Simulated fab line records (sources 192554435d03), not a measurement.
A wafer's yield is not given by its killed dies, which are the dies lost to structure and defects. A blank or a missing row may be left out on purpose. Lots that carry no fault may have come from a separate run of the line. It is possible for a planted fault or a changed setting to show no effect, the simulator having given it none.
A lot that was struck, set against a sound lot :: flow n5-finfet :: 16 out of 1938 route steps
Sound: the wafers L285.1, L285.2, L285.6. Struck: wafers L279.1, L279.2, L279.6. Last of all comes the cause.
For every step that has rows: the tool of each side, followed by ch and its chambers, followed by its first start. Under that, the readings that differ: sound wafers :: struck wafers :: difference of the means :: sigmas: that difference in standard deviations of wafers without a fault.
alike: readings whose means differ by less than 2 such deviations, and words and numbers that are the same on both sides. not compared: withheld readings, readings that some wafer has no value for, bounds like >300 that may hide the same value, and numbers for which the record gives no deviation and whose values overlap.
Wherever a step has rows on one side only, a row that says differs or no value, or a row with sigmas, the two part there. Numbers that don't overlap but have no deviation are shown without sigmas and don't part them. Lack of a reading on every wafer of one side parts them only where that side has two or more wafers.

first, 3 steps without rows for these wafers: N5_HKMG_FIN_EXPOSE_09 (exposes mask NWFM); N5_HKMG_FIN_PEB_10 (peb time 60 s); N5_HKMG_FIN_DEVELOP_11 (develop time 30 s).
N5_HKMG_FIN_CD_MEAS_12 targets a cd of 92.8 nm.
  sound on cd-sem-03 ch 0, day 8 09:31; struck on cd-sem-02 ch 0, day 7 01:49
reading: cd-nm (nm)
sound: 93.2 93.3 93.3
struck: 91.8 92.4 91.8
difference: -1.3
sigmas: -2
N5_HKMG_FIN_OVL_MEAS_13:
  sound on overlay-02 ch 0, day 8 09:33; struck on overlay-01 ch 0, day 7 01:51
  alike: NWFM_OVL
N5_HKMG_FIN_INSPECT_14: inspects for defects (macro).
  sound: defect-inspect-01 at day 8 09:34; struck: defect-inspect-01 at day 7 01:52
  alike: raw-defect-count
N5_HKMG_FIN_DESCUM_17: chemistry O2, time 7.9 s.
  sound on rie-diel-06 ch 0,2,3, day 8 09:41; struck on rie-diel-05 ch 1,2, day 7 01:55
  alike: drypump-motor-current-A, oes-product-au, rf-vpp-V, showerhead-plenum-p-Torr, throttle-valve-pct
  not compared: rf-hours-counter-h
N5_HKMG_FIN_ETCH_31: etches SiARC in CF4, target depth 45.5 nm, time 75.8 s.
  sound on rie-diel-06 ch 0,2,3, day 8 09:43; struck on rie-diel-05 ch 1,2, day 7 01:56
  alike: drypump-motor-current-A, etch-rf-on-time-s, oes-product-au, rf-vpp-V, showerhead-plenum-p-Torr, throttle-valve-pct
  not compared: rf-hours-counter-h
N5_HKMG_FIN_ETCH_32: etches SOC in N2/H2, target depth 240 nm, time 300 s.
  sound on rie-diel-06 ch 0,2,3, day 8 09:46; struck on rie-diel-05 ch 1,2, day 7 02:00
  alike: drypump-motor-current-A, oes-product-au, rf-vpp-V, showerhead-plenum-p-Torr, throttle-valve-pct
  not compared: rf-hours-counter-h
then, 1 step without rows for these wafers: N5_HKMG_FIN_STRIP_33 (strips in N2/H2).
N5_HKMG_FIN_STRIP_34: strips in CF4.
  sound on rie-diel-06 ch 0,2,3, day 8 09:58; struck on rie-diel-05 ch 1,2, day 7 02:11
  alike: bias-power-w, cf4-flow-sccm, drypump-motor-current-A, oes-product-au, rf-vpp-V, showerhead-plenum-p-Torr, throttle-valve-pct
  not compared: rf-hours-counter-h
N5_HKMG_FIN_ETCH_35: etches SOC in N2/H2, target depth 215.8 nm, time 243.4 s.
  sound on rie-diel-06 ch 0,2,3, day 8 09:59; struck on rie-diel-05 ch 1,2, day 7 02:13
  alike: drypump-motor-current-A, oes-product-au, rf-vpp-V, showerhead-plenum-p-Torr, throttle-valve-pct
  not compared: rf-hours-counter-h
N5_HKMG_FIN_STRIP_92: strips SOC in N2/H2, time 20 s.
  sound on rie-diel-06 ch 0,2,3, day 8 10:08; struck on rie-diel-05 ch 1,2, day 7 02:22
  no value came back on the struck wafers for any of 7 readings (bias-power-w (W), chamber-pressure-mTorr (mTorr) and others); on the sound wafers bias-power-w (W) reads 7.985 8.016 8.010
reading: model.SOC_of_HKMG_FIN_COAT_29.thk-nm (nm)
sound: 69.6 74.6 63.8
struck: 94.6 86.4 89.8
difference: +20.9
sigmas: 
  not compared: rf-hours-counter-h
then, 1 step without rows for these wafers: N5_HKMG_FIN_WET_ETCH_18 (etches TiN in SC1, time 55 s, target depth 5.2 nm, rinse time 30 s).
-- the record jumps here: 4 days lie between the struck wafers' starts before and after (it left off in module HKMG_FIN and takes up again in module BEOL_M4, whose first step shown is number 1111 of the route) --
N5_BEOL_M4_RC_MEAS_101:
  sound on prober-02 ch 0, day 11 23:47; struck on prober-01 ch 0, day 11 02:31
  alike: DIBL_N, DIBL_P, IOFF_N, IOFF_P, ION_N, ION_P, SS_N, SS_P, VT_N, VT_P
-- record jumps: 4 days separate the struck wafers' starts on either side; left off in module BEOL_M4, taken up again in module PASSIVATION, whose first shown step is the route's number 1936 --
N5_PASSIVATION_PROBE_49:
  sound: prober-01 at day 16 16:51; struck: prober-02 at day 15 09:34
reading: defect-limited-yield (%)
sound: 89.8 91.4 89.0
struck: 93.6 94.1 92.2
difference: +3.2
sigmas: +2

reading: killed-at-contacts
sound: 28 22 24
struck: 5 5 21
difference: -14
sigmas: -2

reading: killed-at-other
sound: 9 12 8
struck: 2 2 2
difference: -8
sigmas: -2

reading: killed-dies
sound: 120 101 130
struck: 75 70 92
difference: -38
sigmas: -2

reading: killed-open
sound: 81 73 81
struck: 31 39 64
difference: -34
sigmas: -3

reading: sort_bin_5_function (%)
sound: 6.1 4.8 6.2
struck: 3.6 3.5 4.2
difference: -1.9
sigmas: -2

reading: sort_bin_6_memory (%)
sound: 3.7 3.6 4.5
struck: 2.1 2.2 3.2
difference: -1.4
sigmas: -2

reading: sort-n-pass
sound: 1060 1079 1050
struck: 1105 1110 1088
difference: +38
sigmas: +2

reading: sort-yield-pct (%)
sound: 89.8 91.4 89.0
struck: 93.6 94.1 92.2
difference: +3.2
sigmas: +2
  alike: killed_at_M0_to_M3, killed_at_M4_up, killed-at-front-end, killed-short

== WHERE THEY PART ==
First at N5_HKMG_FIN_CD_MEAS_12; last, within this record, at N5_PASSIVATION_PROBE_49.

WHY: the cause the simulator had injected
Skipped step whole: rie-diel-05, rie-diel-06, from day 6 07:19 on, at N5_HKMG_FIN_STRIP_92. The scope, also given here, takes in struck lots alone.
